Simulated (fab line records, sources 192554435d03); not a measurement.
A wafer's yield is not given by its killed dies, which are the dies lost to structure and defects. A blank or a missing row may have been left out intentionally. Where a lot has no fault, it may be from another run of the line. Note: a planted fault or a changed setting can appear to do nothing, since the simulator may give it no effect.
fab line records	flow n5-finfet	part 2 of 2: steps 20 to 30 of 30
record: lots: 5	wafers: 15	last-day: 19
route steps=1938 shown MOL_CONTACT_COAG@615 BEOL_M0_SAQP@632
lots with no fault: from the same line, run without faults
start-h: the number of hours between the record's first day and the start of the first shown wafer of the lot	wait-h: time in hours since the lot's previous step	" same as the row above	L1.1+2: a row that stands for several wafers	- no value, or no start was given	* or withheld: withheld	< > ~ a bound
route shown NAME@n: a module of which the file shows steps, and the number in the route of the first	usual: mean and standard deviation over wafers with no fault	same: alike in all rows	chamber/n: place in a boat	sites: readings site by site	_std_site: standard deviation of those values	_edge_site: the outer-site mean with the inner-site mean subtracted	radius-mm: for every site, how far away it sits from the centre of the wafer	mask NAME#n: copy n	behind: the tool/chamber that last shaped the wafer	hold: the reason the lot was held/the length of the hold in hours/how it ended	device: whichever transistor did not switch (one of n, p or np)	end of line: the tests these same wafers got at the end of their route	a step given without rows: its recipe and nothing more	killed: dies that structure and defects cost at the first sort, which is not the same as the wafer's yield	map: a wafer's dies, marking killed ones x, the rest . and places with no die _
set.NAME: the run value of the setting; set.NAME@STEP: its run value at that earlier step	model.NAME: the simulator's own value behind a step, which no gauge read
lots seen at some steps along the route; tables by step, rows by wafer
services: the hour from which a tool's chamber was out of use, counted from the record's first day as start-h (under 0 if before that day), plus the number of hours and why
== steps ==
step: N5_BEOL_M0_SAQP_PECVD_03
recipe: material: SiCN	target-thk-a: 120	temp-c: withheld	precursor: 3MS/NH3	pressure-torr: 3	rf-w: 202	time-s: 21.1
usual: showerhead-plenum-p-Torr: 3.667/0.0096	throttle-valve-pct: 9.0/0.51
lot.wafer	tool	chamber	start-h	wait-h	showerhead-plenum-p-Torr	throttle-valve-pct
L079.1	pecvd-03	2	144.82	0.1	3.677	9.1
L079.3	"	1	"	"	3.664	9.0
L079.5	"	2	"	"	3.674	9.2
L086.1	pecvd-02	1	176.65	0.1	3.664	8.7
L086.5	"	2	"	"	3.642	8.4
L086.6	"	1	"	"	3.668	8.6
L088.1	pecvd-03	1	192.02	0.1	3.672	9.0
L088.3	"	0	"	"	3.669	9.6
L088.4	"	2	"	"	3.660	9.1
L091.1	pecvd-03	1	208.52	0.1	3.676	8.9
L091.2	"	0	"	"	3.668	9.8
L091.5	"	0	"	"	3.674	10.2
L094.4	pecvd-01	1	232.81	0.1	3.668	9.0
L094.5	"	0	"	"	3.656	8.7
L094.6	"	2	"	"	3.671	8.5
step: N5_BEOL_M0_SAQP_PECVD_96
recipe: material: a-Si	target-thk-a: 450	temp-c: 350	precursor: SiH4/He	pressure-torr: 3	rf-w: 100	time-s: 45.2
usual: heater-power-w: 607/55	showerhead-plenum-p-Torr: 5.676/0.03	susceptor-temp-C: 349.98/0.18	throttle-valve-pct: 18.1/1
lot.wafer	tool	chamber	start-h	wait-h	heater-power-w	showerhead-plenum-p-Torr	susceptor-temp-C	throttle-valve-pct
L079.1	pecvd-03	2	144.85	0.0	593	5.692	349.93	18.2
L079.3	"	1	"	"	585	5.705	349.96	17.9
L079.5	"	2	"	"	506	5.685	350.23	18.0
L086.1	pecvd-02	1	176.68	0.0	707	5.678	350.05	17.5
L086.5	"	2	"	"	678	5.612	350.69	16.8
L086.6	"	1	"	"	666	5.686	350.12	17.8
L088.1	pecvd-03	1	192.05	0.0	618	5.696	350.29	17.8
L088.3	"	0	"	"	650	5.709	350.01	19.5
L088.4	"	2	"	"	525	5.694	350.01	18.1
L091.1	pecvd-03	1	208.57	0.0	588	5.717	350.18	18.2
L091.2	"	0	"	"	694	5.686	350.15	19.8
L091.5	"	0	"	"	710	5.710	349.73	19.7
L094.4	pecvd-01	1	232.85	0.0	571	5.659	349.83	18.7
L094.5	"	0	"	"	647	5.660	349.91	17.2
L094.6	"	2	"	"	566	5.724	349.96	16.7
step: N5_BEOL_M0_SAQP_PECVD_97
recipe: material: SiNx	target-thk-a: 230	temp-c: 350	precursor: SiH4/NH3/N2	pressure-torr: 1.5	rf-w: 300	time-s: 19.9
usual: heater-power-w: 534/60	showerhead-plenum-p-Torr: 5.15/0.04	susceptor-temp-C: 350.02/0.21	throttle-valve-pct: 39.7/2.2
lot.wafer	tool	chamber	start-h	wait-h	heater-power-w	showerhead-plenum-p-Torr	susceptor-temp-C	throttle-valve-pct
L079.1	pecvd-03	2	144.89	0.0	450	5.16	350.27	40.1
L079.3	"	1	"	"	552	5.18	350.45	39.6
L079.5	"	2	"	"	442	5.18	350.23	40.0
L086.1	pecvd-02	1	176.73	0.0	575	5.17	350.26	38.9
L086.5	"	2	"	"	649	5.05	349.87	36.6
L086.6	"	1	"	"	590	5.16	349.99	38.9
L088.1	pecvd-03	1	192.09	0.0	458	5.17	350.21	40.0
L088.3	"	0	"	"	669	5.20	350.02	43.3
L088.4	"	2	"	"	476	5.18	349.90	39.7
L091.1	pecvd-03	1	208.64	0.0	537	5.18	350.07	39.5
L091.2	"	0	"	"	593	5.19	350.21	43.2
L091.5	"	0	"	"	602	5.20	350.13	43.4
L094.4	pecvd-01	1	232.89	0.0	473	5.12	349.70	41.1
L094.5	"	0	"	"	510	5.14	350.17	37.8
L094.6	"	2	"	"	412	5.21	350.09	36.4
step: N5_BEOL_M0_SAQP_PECVD_04
recipe: material: a-Si	target-thk-a: 600	temp-c: 350	precursor: SiH4/He	pressure-torr: 3	rf-w: 100	time-s: 60.2
usual: heater-power-w: 607/65	showerhead-plenum-p-Torr: 5.676/0.029	susceptor-temp-C: 349.98/0.2	throttle-valve-pct: 18.1/1
lot.wafer	tool	chamber	start-h	wait-h	heater-power-w	showerhead-plenum-p-Torr	susceptor-temp-C	throttle-valve-pct
L079.1	pecvd-03	2	144.93	0.0	505	5.681	350.22	18.6
L079.3	"	1	"	"	604	5.704	349.97	18.2
L079.5	"	2	"	"	496	5.690	350.04	18.1
L086.1	pecvd-02	1	176.77	0.0	727	5.699	350.08	17.4
L086.5	"	2	"	"	701	5.593	350.14	16.7
L086.6	"	1	"	"	740	5.680	350.08	17.8
L088.1	pecvd-03	1	192.13	0.0	569	5.692	349.99	18.0
L088.3	"	0	"	"	665	5.696	349.68	19.5
L088.4	"	2	"	"	605	5.677	350.07	18.2
L091.1	pecvd-03	1	208.70	0.0	546	5.713	349.64	17.9
L091.2	"	0	"	"	602	5.685	349.80	19.8
L091.5	"	0	"	"	604	5.706	350.04	19.9
L094.4	pecvd-01	1	232.94	0.0	597	5.651	349.91	18.7
L094.5	"	0	"	"	631	5.664	349.79	17.2
L094.6	"	2	"	"	539	5.711	350.18	16.9
step: N5_BEOL_M0_SAQP_THK_MEAS_05
usual: thk-nm: 60.5/0.75
lot.wafer	tool	chamber	start-h	wait-h	thk-nm
L079.1	film-metro-02	-	145.03	0.1	60.4
L079.3	"	-	"	"	60.9
L079.5	"	-	"	"	61.5
L086.1	film-metro-02	-	176.86	0.1	59.3
L086.5	"	-	"	"	60.4
L086.6	"	-	"	"	60.5
L088.1	film-metro-02	-	192.23	0.1	60.1
L088.3	"	-	"	"	59.7
L088.4	"	-	"	"	61.6
L091.1	film-metro-01	-	208.82	0.1	60.2
L091.2	"	-	"	"	59.5
L091.5	"	-	"	"	60.8
L094.4	film-metro-02	-	233.01	0.0	60.9
L094.5	"	-	"	"	61.0
L094.6	"	-	"	"	60.3
step: N5_BEOL_M0_SAQP_HM_DEP_111
recipe: material: SiO2	target-thk-a: 120	temp-c: 400	precursor: SiH4/N2O	pressure-torr: 0.75	rf-w: 275	time-s: 7.2
usual: heater-power-w: 799/85	showerhead-plenum-p-Torr: 8.14/0.11	susceptor-temp-C: 400.02/0.2
lot.wafer	tool	chamber	start-h	wait-h	heater-power-w	showerhead-plenum-p-Torr	susceptor-temp-C
L079.1	pecvd-02	0	145.06	0.0	885	8.07	400.41
L079.3	"	1	"	"	812	8.17	400.12
L079.5	"	1	"	"	857	8.16	400.04
L086.1	pecvd-02	1	176.90	0.0	863	8.17	399.99
L086.5	"	2	"	"	857	7.95	400.25
L086.6	"	1	"	"	876	8.21	399.96
L088.1	pecvd-03	0	192.26	0.0	859	8.24	400.01
L088.3	"	1	"	"	698	8.25	400.12
L088.4	"	0	"	"	889	8.24	399.84
L091.1	pecvd-02	0	208.86	0.0	824	8.06	400.08
L091.2	"	1	"	"	835	8.19	400.15
L091.5	"	0	"	"	855	8.07	399.90
L094.4	pecvd-02	0	233.07	0.1	860	8.07	400.13
L094.5	"	2	"	"	809	7.96	399.81
L094.6	"	1	"	"	842	8.18	400.06
step: N5_BEOL_M0_SAQP_COAT_81
recipe: resist: SOC	temp-c: 250	time-s: 60	spin-rpm: 1500	resist-thk-nm: 100
lot.wafer	tool	chamber	start-h	wait-h
L079.1+3+5	litho-track-04	0	145.14	0.1
L086.1+5+6	litho-track-03	0	176.98	0.1
L088.1+3+4	litho-track-03	0	192.34	0.1
L091.1+2+5	litho-track-04	0	208.94	0.1
L094.4+5+6	litho-track-03	0	233.12	0.0
step: N5_BEOL_M0_SAQP_COAT_82
recipe: resist: SiARC	temp-c: 220	time-s: 60	spin-rpm: 1500	resist-thk-nm: 30
lot.wafer	tool	chamber	start-h	wait-h
L079.1+3+5	litho-track-04	0	-	-
L086.1+5+6	litho-track-03	0	-	-
L088.1+3+4	litho-track-03	0	-	-
L091.1+2+5	litho-track-04	0	-	-
L094.4+5+6	litho-track-03	0	-	-
step: N5_BEOL_M0_SAQP_COAT_08
recipe: resist: CAR-ArF	spin-rpm: 1500	resist-thk-nm: 90
lot.wafer	tool	chamber	start-h	wait-h
L079.1+3+5	litho-track-04	0	-	-
L086.1+5+6	litho-track-03	0	-	-
L088.1+3+4	litho-track-03	0	-	-
L091.1+2+5	litho-track-04	0	-	-
L094.4+5+6	litho-track-03	0	-	-
step: N5_BEOL_M0_SAQP_EBR_10
recipe: solvent: PGMEA	ebr-width-mm: 1.5
lot.wafer	tool	chamber	start-h	wait-h
L079.1+3+5	litho-track-04	0	-	-
L086.1+5+6	litho-track-03	0	-	-
L088.1+3+4	litho-track-03	0	-	-
L091.1+2+5	litho-track-04	0	-	-
L094.4+5+6	litho-track-03	0	-	-
step: N5_BEOL_M0_SAQP_SOFTBAKE_09
recipe: temp-c: 110	time-s: 60	resist: CAR-ArF
lot.wafer	tool	chamber	start-h	wait-h
L079.1+3+5	litho-track-04	0	-	-
L086.1+5+6	litho-track-03	0	-	-
L088.1+3+4	litho-track-03	0	-	-
L091.1+2+5	litho-track-04	0	-	-
L094.4+5+6	litho-track-03	0	-	-
== services ==
tool	chamber	start-h	hours	kind
rie-diel-05	1	117.01	-	clean
rie-diel-05	1	117.01	-	consumable-replace:focus-ring
rie-diel-05	1	117.01	21.5	scheduled-down
rie-diel-05	1	117.01	21.5	vent-cycle
rie-diel-04	0	120.85	5.2	repair
plasma-asher-01	-	129.65	14.6	pm
cmp-02	-	132.78	1.0	repair
pecvd-02	1	138.98	2.1	scheduled-down
pecvd-01	0	166.14	7.5	repair
pvd-sputter-03	-	168.35	2.5	repair
pecvd-03	2	172.77	6.1	repair
cmp-03	-	173.24	4.4	repair
pecvd-01	-	175.72	2.8	pm
pecvd-03	2	178.89	2.1	scheduled-down
rie-diel-05	3	184.85	-	clean
cmp-02	-	190.77	2.5	repair
pecvd-02	2	194.93	2.1	scheduled-down
pecvd-03	2	202.38	-	clean
pecvd-03	2	202.38	-	consumable-replace:showerhead
pecvd-03	2	202.38	29.0	scheduled-down
pecvd-03	2	202.38	29.0	vent-cycle
cmp-03	-	203.97	4.0	pm
pecvd-01	-	216.05	2.1	repair
pecvd-01	-	227.20	4.2	repair
